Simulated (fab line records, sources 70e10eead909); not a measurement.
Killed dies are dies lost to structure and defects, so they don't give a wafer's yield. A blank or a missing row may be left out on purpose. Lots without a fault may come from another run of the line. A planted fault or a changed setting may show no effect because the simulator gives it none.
A struck lot beside a sound one | flow nand_harc | 14 steps out of a route of 1302
Sound: wafers L802.3, L802.5, L802.6. Struck: wafers L815.2, L815.5. (L815.6 of the same lot was not struck and is left out.) The cause comes at the end.
At each step with rows: each side's tool, then ch and its chambers, then its first start. Under that, the readings that differ: sound wafers | struck wafers | difference of the means | sigmas: that difference in standard deviations of wafers without a fault.
alike: readings whose means differ by less than 2 such deviations, and words and numbers that are the same on both sides. not compared: withheld readings, readings that some wafer has no value for, bounds like >300 that may hide the same value, and numbers for which the record gives no deviation and whose values overlap.
The two part at a step that has a row with sigmas, a row that says differs or no value, or rows on one side only. Numbers that don't overlap but have no deviation are shown without sigmas and don't part them. A reading that every wafer of one side lacks parts them only if that side has two wafers or more.

NHARC_P_M0_CMP_23: polishes, t overpolish 20 s, target thk 117.54 nm.
  sound on cmp-01 ch 0,3, day 9 09:41; struck on cmp-01 ch 0,2, day 14 09:44
  alike: motor_current_A, time_to_endpoint_s
NHARC_P_M0_THK_MEAS_24: measures by xrf.
  sound on film_metro-02, day 9 09:59; struck on film_metro-01, day 14 09:58
  alike: thk_nm
then, 1 step without rows for these wafers: NHARC_P_M0_SRD_25.
NHARC_P_M0_INSPECT_27:
  sound on defect_inspect-02, day 9 10:10; struck on defect_inspect-02, day 14 10:08
  alike: raw_defect_count
NHARC_P_M0_PRE_CLEAN_31: time 12 s.
  sound on pecvd-03 ch 1,2, day 9 10:15; struck on pecvd-03 ch 0,2, day 14 10:13
  alike: heater_power_w
  not compared: since_wet_clean_h
NHARC_P_M0_DEP_32: deposits SiCN, target thk 30 nm.
  sound on pecvd-03 ch 1,2, day 9 10:23; struck on pecvd-03 ch 0,2, day 14 10:22
  alike: heater_power_w
  not compared: since_wet_clean_h
then, 5 steps without rows for these wafers: NHARC_P_M1_DEP_00 (deposits SiOC, target thk 182.5 nm); NHARC_P_M1_DEHYDRATE_01 (time 120 s); NHARC_P_M1_HMDS_02 (time 30 s); NHARC_P_M1_COAT_34 (time 65 s); NHARC_P_M1_COAT_03 (resist thk 90 nm).
NHARC_P_M1_SOFTBAKE_04: time 55 s.
  sound on litho_track-01 ch 0, day 9 11:00; struck on litho_track-04 ch 0, day 14 11:00
  reading                  | sound                | struck        | difference | sigmas
  heater_power_total_W (W) | 188.28 188.48 188.33 | 205.11 204.89 | +16.64     | +99 or more
  alike: exhaust_pa
then, 1 step without rows for these wafers: NHARC_P_M1_EBR_05.
-- the record jumps here: 17 days lie between the struck wafers' starts before and after (it left off in module P_M1 and takes up again in module END, whose first step shown is number 1302 of the route) --
NHARC_END_SORT_01:
  sound on prober-01 ch 0, day 28 10:19; struck on prober-02 ch 0, day 31 20:20
  alike: defect_limited_yield, killed_at_array, killed_at_other, killed_at_periphery, killed_dies, killed_open, killed_short, sort_bin_2_pct, sort_bin_3_pct, sort_bin_4_pct, sort_n_pass, sort_rim_yield_pct, sort_yield_pct

WHERE THEY PART
Only at NHARC_P_M1_SOFTBAKE_04, within this record. Later steps at which nothing parts them and some readings are alike: NHARC_END_SORT_01.

WHY: what the simulator had put in
Process parameter drift: litho_track-04, from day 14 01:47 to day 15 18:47, at NHARC_P_M1_SOFTBAKE_04. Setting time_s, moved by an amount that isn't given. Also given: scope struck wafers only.
